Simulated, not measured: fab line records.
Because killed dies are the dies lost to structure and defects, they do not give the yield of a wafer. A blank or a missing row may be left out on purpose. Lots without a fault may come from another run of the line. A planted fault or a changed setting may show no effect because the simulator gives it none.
Chamber matching || flow n5 finfet || rie diel-03 running N5_GATE_CUT_ETCH_58: 4 sister chambers
The step etches SiNx in CH3F/O2, target depth 17 nm, time 128.6 s. 18 wafers are shown with their chamber, then 9 later ones without.

WAFERS, EACH WITH ITS CHAMBER
{"wafer": "L077.2", "chamber": 1, "oes product au (a.u.)": 0.78, "throttle valve pct (%)": 16.29, "showerhead plenum p Torr (Torr)": 2.07}
{"wafer": "L077.4", "chamber": 3, "oes product au (a.u.)": 0.67, "throttle valve pct (%)": 16.69, "showerhead plenum p Torr (Torr)": 1.89}
{"wafer": "L077.5", "chamber": 2, "oes product au (a.u.)": 0.71, "throttle valve pct (%)": 16.48, "showerhead plenum p Torr (Torr)": 1.91}
{"wafer": "L083.1", "chamber": 3, "oes product au (a.u.)": 0.96, "throttle valve pct (%)": 16.24, "showerhead plenum p Torr (Torr)": 2.14}
{"wafer": "L083.2", "chamber": 1, "oes product au (a.u.)": 0.76, "throttle valve pct (%)": 16.29, "showerhead plenum p Torr (Torr)": 2.07}
{"wafer": "L083.5", "chamber": 3, "oes product au (a.u.)": 0.95, "throttle valve pct (%)": 16.23, "showerhead plenum p Torr (Torr)": 2.14}
{"wafer": "L085.3", "chamber": 1, "oes product au (a.u.)": 0.76, "throttle valve pct (%)": 16.33, "showerhead plenum p Torr (Torr)": 2.06}
{"wafer": "L085.5", "chamber": 1, "oes product au (a.u.)": 0.76, "throttle valve pct (%)": 16.32, "showerhead plenum p Torr (Torr)": 2.06}
{"wafer": "L085.6", "chamber": 3, "oes product au (a.u.)": 0.94, "throttle valve pct (%)": 16.27, "showerhead plenum p Torr (Torr)": 2.14}
{"wafer": "L087.1", "chamber": 2, "oes product au (a.u.)": 0.70, "throttle valve pct (%)": 16.54, "showerhead plenum p Torr (Torr)": 1.90}
{"wafer": "L087.5", "chamber": 1, "oes product au (a.u.)": 0.75, "throttle valve pct (%)": 16.35, "showerhead plenum p Torr (Torr)": 2.06}
{"wafer": "L087.6", "chamber": 2, "oes product au (a.u.)": 0.70, "throttle valve pct (%)": 16.53, "showerhead plenum p Torr (Torr)": 1.90}
{"wafer": "L088.1", "chamber": 1, "oes product au (a.u.)": 0.75, "throttle valve pct (%)": 16.35, "showerhead plenum p Torr (Torr)": 2.06}
{"wafer": "L088.2", "chamber": 2, "oes product au (a.u.)": 0.70, "throttle valve pct (%)": 16.55, "showerhead plenum p Torr (Torr)": 1.90}
{"wafer": "L088.4", "chamber": 1, "oes product au (a.u.)": 0.73, "throttle valve pct (%)": 16.34, "showerhead plenum p Torr (Torr)": 2.06}
{"wafer": "L090.1", "chamber": 1, "oes product au (a.u.)": 0.75, "throttle valve pct (%)": 16.34, "showerhead plenum p Torr (Torr)": 2.06}
{"wafer": "L090.4", "chamber": 3, "oes product au (a.u.)": 0.92, "throttle valve pct (%)": 16.26, "showerhead plenum p Torr (Torr)": 2.14}
{"wafer": "L090.6", "chamber": 0, "oes product au (a.u.)": 0.99, "throttle valve pct (%)": 15.99, "showerhead plenum p Torr (Torr)": 2.13}

SIGNATURES, as means of the wafers listed above
{"reading": "oes product au", "chamber 0": 0.9900, "chamber 1": 0.7550, "chamber 2": 0.7025, "chamber 3": 0.8880, "scatter within a chamber": 0.0664}
{"reading": "throttle valve pct", "chamber 0": 15.9900, "chamber 1": 16.3263, "chamber 2": 16.5250, "chamber 3": 16.3380, "scatter within a chamber": 0.108}
{"reading": "showerhead plenum p Torr", "chamber 0": 2.1300, "chamber 1": 2.0625, "chamber 2": 1.9025, "chamber 3": 2.0900, "scatter within a chamber": 0.0599}
Rule: a wafer lies at a distance from a chamber equal to the root of the sum of squares, over the readings, of (its reading less the chamber's mean, divided by the reading's scatter). If the next closest chamber is less than 2 further off than the closest, the wafer can't be placed; otherwise it belongs to the closest. The scatter: take each reading less its chamber's mean, square it, sum over the shown wafers, divide by the number of wafers less the number of chambers, and take the root.

WAFERS WITH NO CHAMBER GIVEN
{"wafer": "L091.1", "oes product au (a.u.)": 0.98, "throttle valve pct (%)": 16.00, "showerhead plenum p Torr (Torr)": 2.13}
{"wafer": "L091.2", "oes product au (a.u.)": 0.70, "throttle valve pct (%)": 16.54, "showerhead plenum p Torr (Torr)": 1.90}
{"wafer": "L091.4", "oes product au (a.u.)": 0.75, "throttle valve pct (%)": 16.35, "showerhead plenum p Torr (Torr)": 2.06}
{"wafer": "L094.2", "oes product au (a.u.)": 0.95, "throttle valve pct (%)": 15.98, "showerhead plenum p Torr (Torr)": 2.13}
{"wafer": "L094.4", "oes product au (a.u.)": 0.90, "throttle valve pct (%)": 16.26, "showerhead plenum p Torr (Torr)": 2.14}
{"wafer": "L094.5", "oes product au (a.u.)": 0.90, "throttle valve pct (%)": 16.26, "showerhead plenum p Torr (Torr)": 2.14}
{"wafer": "L096.1", "oes product au (a.u.)": 0.94, "throttle valve pct (%)": 16.02, "showerhead plenum p Torr (Torr)": 2.13}
{"wafer": "L096.2", "oes product au (a.u.)": 0.69, "throttle valve pct (%)": 16.58, "showerhead plenum p Torr (Torr)": 1.90}
{"wafer": "L096.4", "oes product au (a.u.)": 0.73, "throttle valve pct (%)": 16.36, "showerhead plenum p Torr (Torr)": 2.06}

THE CHAMBER EACH PASSED THROUGH
{"wafer": "L091.1", "from the rows above": 0, "in truth": 0}
{"wafer": "L091.2", "from the rows above": 2, "in truth": 2}
{"wafer": "L091.4", "from the rows above": "can't be placed: 1 or 3", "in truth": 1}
{"wafer": "L094.2", "from the rows above": 0, "in truth": 0}
{"wafer": "L094.4", "from the rows above": "can't be placed: 3 or 1 or 0", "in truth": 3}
{"wafer": "L094.5", "from the rows above": "can't be placed: 3 or 1 or 0", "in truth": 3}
{"wafer": "L096.1", "from the rows above": 0, "in truth": 0}
{"wafer": "L096.2", "from the rows above": 2, "in truth": 2}
{"wafer": "L096.4", "from the rows above": "can't be placed: 1 or 3", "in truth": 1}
Correct placement for 5 of the 9. Can't be placed from these rows: 4 (the true chamber is among the candidates in 4). Placed wrongly: 0.
